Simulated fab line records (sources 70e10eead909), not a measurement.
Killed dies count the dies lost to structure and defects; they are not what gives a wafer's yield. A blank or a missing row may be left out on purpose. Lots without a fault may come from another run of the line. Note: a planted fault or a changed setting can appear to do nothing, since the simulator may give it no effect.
fab line records    flow nandHarc
record: lots: 14  wafers: 42  lastDay: 33
route steps=1302 shown P_CONTACT@235 P_M0@260
lots that met no fault: taken from a fault-free run of the same line
startH: start of the lot's first displayed wafer, in hours after the record's first day    waitH: hours since the lot's step before    " unchanged from the row above    L1.1+2: a single row standing in for several wafers    - no value, or no start was given    * or withheld: withheld    < > ~ a bound
route shown NAME@n: names a module that has steps shown in the file, with the first one's number in the route    usual: the fault-free wafers' mean and standard deviation    same: alike in all rows    chamber/n: place in a boat    sites: each site's reading    _std_site: standard deviation of those values    _edge_site: outer sites' mean less inner sites'    radiusMm: how far each site lies from the wafer's centre    mask NAME#n: copy n    behind: the tool/chamber that last shaped the wafer    hold: cause of the lot's hold/its duration in hours/its outcome    device: which transistor (n, p or np) failed to switch    end of line: at the end of the route, the tests of the same wafers    a step with no rows: only its recipe    killed: not the wafer's yield, but the dies lost to structure and defects at the first sort    map: a wafer's dies, x killed, . not, _ none there
set.NAME: the run value of the setting; set.NAME@STEP: its run value at that earlier step    model.NAME: the simulator's own value behind a step, which no gauge read
steps of the route over a sample of lots; a table a step, a row a wafer
services: a tool's chamber out of use, with start hour (startH, from the record's first day; less than 0 if before it), hours out, and reason
== steps ==
step: NHARC_P_CONTACT_DESCUM_17
recipe: timeS: 3  o2FlowSccm: 200  arFlowSccm: 0  biasPowerW: 0  chemistry: O2
usual: drypumpMotorCurrentA: 5.7/0.48  oesProductAu: 1.002/0.0097  rfVppV: 57.6/0.94  showerheadPlenumPTorr: 1.88/0.076  throttleValvePct: 11.311/0.0083
lot.wafer  tool        chamber  startH  waitH  drypumpMotorCurrentA  oesProductAu  rfHoursCounterH  rfVppV  showerheadPlenumPTorr  throttleValvePct
L520.2     rieDiel-01  2        122.49  0.1    5.8                   0.997         3.6              57.5    1.83                   11.299
L520.4     "           0        "       "      5.1                   0.991         3.9              58.6    1.82                   11.311
L520.6     "           2        "       "      5.8                   0.989         -                57.1    1.83                   11.319
L521.1     rieDiel-05  2        131.19  0.1    6.0                   1.012         1.5              55.4    1.90                   11.311
L521.5     "           2        "       "      6.0                   1.016         -                58.4    1.90                   11.315
L521.6     "           3        "       "      5.3                   0.998         -                57.2    1.82                   11.295
L522.1     rieDiel-05  2        135.35  0.1    6.0                   1.008         1.9              58.3    1.90                   11.307
L522.2     "           0        "       "      6.8                   1.009         2.2              56.9    1.90                   11.327
L522.3     "           1        "       "      6.0                   1.004         2.3              58.2    1.89                   11.292
L523.4     rieDiel-05  0        148.92  0.1    6.9                   1.003         2.8              56.3    1.90                   11.319
L523.2     "           2        "       "      6.0                   1.013         2.3              58.5    1.90                   11.311
L523.3     "           3        "       "      5.3                   1.017         2.6              55.7    1.82                   11.306
L525.2     rieDiel-03  0        175.29  0.1    5.4                   0.994         0.9              55.5    1.78                   11.324
L525.1     "           1        "       "      5.7                   1.002         0.9              57.1    1.97                   11.309
L525.6     "           2        "       "      5.3                   1.000         -                56.7    1.85                   11.312
L526.1     rieDiel-05  2        177.72  0.1    6.0                   1.017         3.2              57.8    1.90                   11.322
L526.4     "           3        "       "      5.3                   1.018         3.3              56.5    1.82                   11.325
L526.2     "           0        "       "      6.8                   1.011         3.5              57.9    1.90                   11.317
L528.1     rieDiel-01  3        200.49  0.1    5.4                   0.991         8.8              56.6    1.86                   11.321
L528.4     "           1        "       "      5.3                   0.991         8.4              58.1    1.88                   11.299
L528.5     "           3        "       "      5.4                   1.007         -                57.6    1.86                   11.320
L530.2     rieDiel-03  2        209.97  0.1    5.2                   1.005         2.1              58.2    1.85                   11.314
L530.1     "           3        "       "      6.1                   0.993         2.0              60.4    2.07                   11.300
L530.6     "           3        "       "      6.1                   1.010         -                58.4    2.07                   11.300
L529.4     rieDiel-05  3        210.42  0.1    5.3                   1.008         4.2              58.2    1.82                   11.313
L529.3     "           0        "       "      6.9                   1.011         4.3              56.9    1.90                   11.319
L529.2     "           1        "       "      6.0                   1.000         4.4              59.0    1.89                   11.311
L531.1     rieDiel-03  2        227.07  0.1    5.2                   1.013         2.7              58.7    1.85                   11.313
L531.4     "           0        "       "      5.4                   1.025         2.7              58.5    1.78                   11.314
L531.6     "           1        "       "      5.8                   1.014         -                58.5    1.97                   11.305
L534.4     rieDiel-03  2        262.92  0.1    5.2                   1.000         3.9              57.1    1.85                   11.314
L534.5     "           3        "       "      6.1                   1.013         -                58.8    2.06                   11.282
L534.6     "           0        "       "      5.4                   1.007         -                58.3    1.78                   11.310
L536.3     rieDiel-05  1        277.50  0.1    6.1                   0.998         0.6              59.3    1.89                   11.312
L536.2     "           3        "       "      5.3                   0.996         0.7              57.6    1.82                   11.307
L536.6     "           2        "       "      6.0                   1.004         -                58.2    1.90                   11.313
L541.1     rieDiel-05  3        323.38  0.1    5.3                   0.999         2.4              57.5    1.82                   11.320
L541.6     "           1        "       "      6.0                   1.005         -                57.7    1.89                   11.313
L541.4     "           3        "       "      5.3                   0.997         -                56.9    1.82                   11.307
L543.4     rieDiel-03  3        350.98  0.1    6.1                   1.009         1.1              58.2    2.06                   11.314
L543.2     "           0        "       "      5.4                   1.026         1.3              56.5    1.78                   11.314
L543.6     "           3        "       "      6.1                   1.010         -                58.4    2.06                   11.311
step: NHARC_P_CONTACT_INSPECT_27
usual: rawDefectCount: 300/140
lot.wafer  tool              chamber  startH  waitH  rawDefectCount
L520.2     defectInspect-01  -        125.56  0.1    187
L520.4     "                 -        "       "      311
L520.6     "                 -        "       "      258
L521.1     defectInspect-02  -        134.31  0.1    165
L521.5     "                 -        "       "      196
L521.6     "                 -        "       "      133
L522.1     defectInspect-01  -        138.43  0.1    168
L522.2     "                 -        "       "      318
L522.3     "                 -        "       "      315
L523.2     defectInspect-01  -        152.00  0.1    237
L523.3     "                 -        "       "      255
L523.4     "                 -        "       "      579
L525.1     defectInspect-02  -        178.37  0.1    387
L525.2     "                 -        "       "      273
L525.6     "                 -        "       "      235
L526.1     defectInspect-02  -        180.81  0.1    208
L526.2     "                 -        "       "      303
L526.4     "                 -        "       "      293
L528.1     defectInspect-02  -        203.58  0.1    372
L528.4     "                 -        "       "      188
L528.5     "                 -        "       "      332
L530.1     defectInspect-01  -        213.18  0.1    337
L530.2     "                 -        "       "      233
L530.6     "                 -        "       "      231
L529.2     defectInspect-02  -        213.50  0.1    162
L529.3     "                 -        "       "      365
L529.4     "                 -        "       "      251
L531.1     defectInspect-02  -        230.21  0.1    208
L531.4     "                 -        "       "      208
L531.6     "                 -        "       "      255
L534.4     defectInspect-02  -        265.98  0.1    342
L534.5     "                 -        "       "      319
L534.6     "                 -        "       "      238
L536.2     defectInspect-01  -        280.57  0.1    274
L536.3     "                 -        "       "      391
L536.6     "                 -        "       "      293
L541.1     defectInspect-01  -        326.60  0.1    364
L541.4     "                 -        "       "      336
L541.6     "                 -        "       "      260
L543.2     defectInspect-02  -        354.13  0.1    357
L543.4     "                 -        "       "      157
L543.6     "                 -        "       "      308
step: NHARC_P_M0_EXPOSE_06
recipe: na: 1.35  targetCdNm: 90  doseMj: 81.28  maskId: P_M0
usual: exposureDoseMJCm2: 81.29/0.083
lot.wafer  tool            chamber  startH  waitH  mask    exposureDoseMJCm2
L520.2     arfiScanner-03  0        126.33  -      P_M0#0  81.21
L520.4     "               0        "       "      P_M0#0  81.24
L520.6     "               0        "       "      P_M0#0  81.22
L521.1     arfiScanner-03  0        134.98  -      P_M0#0  81.29
L521.5     "               0        "       "      P_M0#0  81.27
L521.6     "               0        "       "      P_M0#0  81.29
L522.1     arfiScanner-03  0        139.09  -      P_M0#0  81.25
L522.2     "               0        "       "      P_M0#0  81.33
L522.3     "               0        "       "      P_M0#0  81.19
L523.2     arfiScanner-01  0        152.77  -      P_M0#0  81.44
L523.3     "               0        "       "      P_M0#0  81.42
L523.4     "               0        "       "      P_M0#0  81.36
L525.1     arfiScanner-01  0        179.12  -      P_M0#0  81.33
L525.2     "               0        "       "      P_M0#0  81.33
L525.6     "               0        "       "      P_M0#0  81.32
L526.1     arfiScanner-03  0        181.58  -      P_M0#0  81.12
L526.2     "               0        "       "      P_M0#0  81.21
L526.4     "               0        "       "      P_M0#0  81.19
L528.1     arfiScanner-02  0        204.34  -      P_M0#0  81.24
L528.4     "               0        "       "      P_M0#0  81.09
L528.5     "               0        "       "      P_M0#0  81.13
L530.1     arfiScanner-01  0        213.94  -      P_M0#0  81.27
L530.2     "               0        "       "      P_M0#0  81.28
L530.6     "               0        "       "      P_M0#0  81.30
L529.2     arfiScanner-02  0        214.26  -      P_M0#0  81.23
L529.3     "               0        "       "      P_M0#0  81.38
L529.4     "               0        "       "      P_M0#0  81.31
L531.1     arfiScanner-03  0        230.97  -      P_M0#0  81.27
L531.4     "               0        "       "      P_M0#0  81.28
L531.6     "               0        "       "      P_M0#0  81.27
L534.4     arfiScanner-02  0        266.63  -      P_M0#0  43.04
L534.5     "               0        "       "      P_M0#0  42.98
L534.6     "               0        "       "      P_M0#0  43.12
L536.2     arfiScanner-02  0        281.34  -      P_M0#0  50.89
L536.3     "               0        "       "      P_M0#0  50.73
L536.6     "               0        "       "      P_M0#0  50.64
L541.1     arfiScanner-01  0        327.24  -      P_M0#0  81.34
L541.4     "               0        "       "      P_M0#0  81.33
L541.6     "               0        "       "      P_M0#0  81.24
L543.2     arfiScanner-01  0        354.89  -      P_M0#0  81.31
L543.4     "               0        "       "      P_M0#0  81.30
L543.6     "               0        "       "      P_M0#0  81.24
step: NHARC_P_M0_CD_MEAS_09
recipe: targetCdNm: 90  landingEnergyEv: 500
usual: cdNm: 89.8/0.47
lot.wafer  tool      chamber  startH  waitH  cdNm
L520.2     cdSem-02  0        126.46  -      89.7
L520.4     "         0        "       "      90.8
L520.6     "         0        "       "      89.8
L521.1     cdSem-03  0        135.12  -      90.6
L521.5     "         0        "       "      90.8
L521.6     "         0        "       "      90.2
L522.1     cdSem-02  0        139.23  -      89.6
L522.2     "         0        "       "      89.0
L522.3     "         0        "       "      88.5
L523.2     cdSem-02  0        152.91  -      89.3
L523.3     "         0        "       "      90.1
L523.4     "         0        "       "      90.1
L525.1     cdSem-03  0        179.26  -      90.3
L525.2     "         0        "       "      90.3
L525.6     "         0        "       "      89.6
L526.1     cdSem-01  0        181.72  -      89.8
L526.2     "         0        "       "      89.7
L526.4     "         0        "       "      89.6
L528.1     cdSem-03  0        204.48  -      89.9
L528.4     "         0        "       "      90.4
L528.5     "         0        "       "      90.9
L530.1     cdSem-01  0        214.08  -      89.6
L530.2     "         0        "       "      89.6
L530.6     "         0        "       "      90.2
L529.2     cdSem-02  0        214.40  -      89.5
L529.3     "         0        "       "      89.4
L529.4     "         0        "       "      90.0
L531.1     cdSem-03  0        231.11  -      89.8
L531.4     "         0        "       "      90.7
L531.6     "         0        "       "      90.3
L534.4     cdSem-03  0        266.76  -      50.7
L534.5     "         0        "       "      50.6
L534.6     "         0        "       "      50.7
L536.2     cdSem-02  0        281.47  -      61.4
L536.3     "         0        "       "      61.4
L536.6     "         0        "       "      60.8
L541.1     cdSem-02  0        327.38  -      89.1
L541.4     "         0        "       "      89.8
L541.6     "         0        "       "      89.9
L543.2     cdSem-03  0        355.03  -      89.5
L543.4     "         0        "       "      88.7
L543.6     "         0        "       "      89.1
step: NHARC_P_M0_INSPECT_11
usual: rawDefectCount: 4.5/2.4
lot.wafer  tool              chamber  startH  waitH  rawDefectCount
L520.2     defectInspect-01  -        126.59  0.0    4
L520.4     "                 -        "       "      3
L520.6     "                 -        "       "      2
L521.1     defectInspect-02  -        135.25  0.0    2
L521.5     "                 -        "       "      5
L521.6     "                 -        "       "      5
L522.1     defectInspect-02  -        139.35  0.0    4
L522.2     "                 -        "       "      6
L522.3     "                 -        "       "      9
L523.2     defectInspect-02  -        153.03  0.0    6
L523.3     "                 -        "       "      5
L523.4     "                 -        "       "      3
L525.1     defectInspect-02  -        179.38  0.0    9
L525.2     "                 -        "       "      6
L525.6     "                 -        "       "      6
L526.1     defectInspect-02  -        181.85  0.0    2
L526.2     "                 -        "       "      12
L526.4     "                 -        "       "      4
L528.1     defectInspect-01  -        204.61  0.0    6
L528.4     "                 -        "       "      10
L528.5     "                 -        "       "      5
L530.1     defectInspect-02  -        214.20  0.0    1
L530.2     "                 -        "       "      1
L530.6     "                 -        "       "      1
L529.2     defectInspect-02  -        214.52  0.0    3
L529.3     "                 -        "       "      5
L529.4     "                 -        "       "      7
L531.1     defectInspect-02  -        231.23  0.0    1
L531.4     "                 -        "       "      5
L531.6     "                 -        "       "      3
L534.4     defectInspect-01  -        266.88  0.0    4
L534.5     "                 -        "       "      5
L534.6     "                 -        "       "      5
L536.2     defectInspect-02  -        281.60  0.0    4
L536.3     "                 -        "       "      3
L536.6     "                 -        "       "      1
L541.1     defectInspect-02  -        327.50  0.0    2
L541.4     "                 -        "       "      3
L541.6     "                 -        "       "      5
L543.2     defectInspect-02  -        355.15  0.0    5
L543.4     "                 -        "       "      10
L543.6     "                 -        "       "      7
== services ==
tool            chamber  startH  hours  kind
arfiScanner-02  -        101.06  12.2   repair
rieDiel-03      -        104.30  9.0    pm
arfiScanner-01  -        105.04  0.2    repair
rieDiel-01      0        108.02  8.8    repair
rieDiel-05      0        110.64  -      clean
rieDiel-05      1        110.64  -      clean
rieDiel-05      2        110.64  -      clean
arfiScanner-02  -        140.00  4.0    pm
rieDiel-01      2        153.60  3.9    repair
rieDiel-03      0        170.69  2.6    repair
rieDiel-01      1        174.21  5.5    repair
arfiScanner-03  -        196.00  4.0    pm
rieDiel-01      -        203.85  9.0    pm
rieDiel-05      1        219.47  2.8    repair
rieDiel-05      -        229.64  9.0    pm
rieDiel-05      0        245.66  4.3    repair
arfiScanner-01  -        252.00  4.0    pm
rieDiel-03      -        281.30  9.0    pm
arfiScanner-02  -        289.76  1.2    repair
rieDiel-01      2        290.45  15.4   repair
arfiScanner-02  -        312.00  4.0    pm
rieDiel-05      2        322.97  4.2    repair
arfiScanner-01  -        330.70  0.6    repair
rieDiel-05      3        342.70  2.7    repair
== key ==
firstSign: step: NHARC_P_M0_EXPOSE_06  reading: exposureDoseMJCm2  direction: down  sigmas: 99+  usual: 81.29  struck: 46.90
effect: step: NHARC_P_M0_CD_MEAS_09  reading: cdNm  direction: down  sigmas: 72  usual: 89.8  struck: 55.9  through: controlLoop
metAt NHARC_P_M0_EXPOSE_06
struckLots L534,L536
laterRowsLeftOut L534.4,L534.5,L534.6,L536.2,L536.3,L536.6
sortLeftOut L534.4,L534.5,L534.6,L536.2,L536.3,L536.6
loopTrim: step: NHARC_P_M0_EXPOSE_06  setting: dose  lots: L536
notActingAt NHARC_P_CONTACT_DESCUM_17,NHARC_P_CONTACT_INSPECT_27,NHARC_P_M0_INSPECT_11
onsetBetween 214.26 266.63
fault: kind: processParameterDrift  tool: arfiScanner-02  chamber: -  onsetH: 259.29  steps: NHARC_P_M0_EXPOSE_06  channel: doseMj  offset: -38.176  shape: step  actsIn: theseRecipesOnly  stated: 81.28
sortLeftOut: the simulated sort isn't trusted on such a fault, so these wafers' sort isn't shown, and their yield isn't known
laterRowsLeftOut: the simulator's readings of these wafers behind a module that went badly wrong aren't trusted and aren't shown, but for the sort
loopTrim: a control loop set the setting to another value than it would have without faults
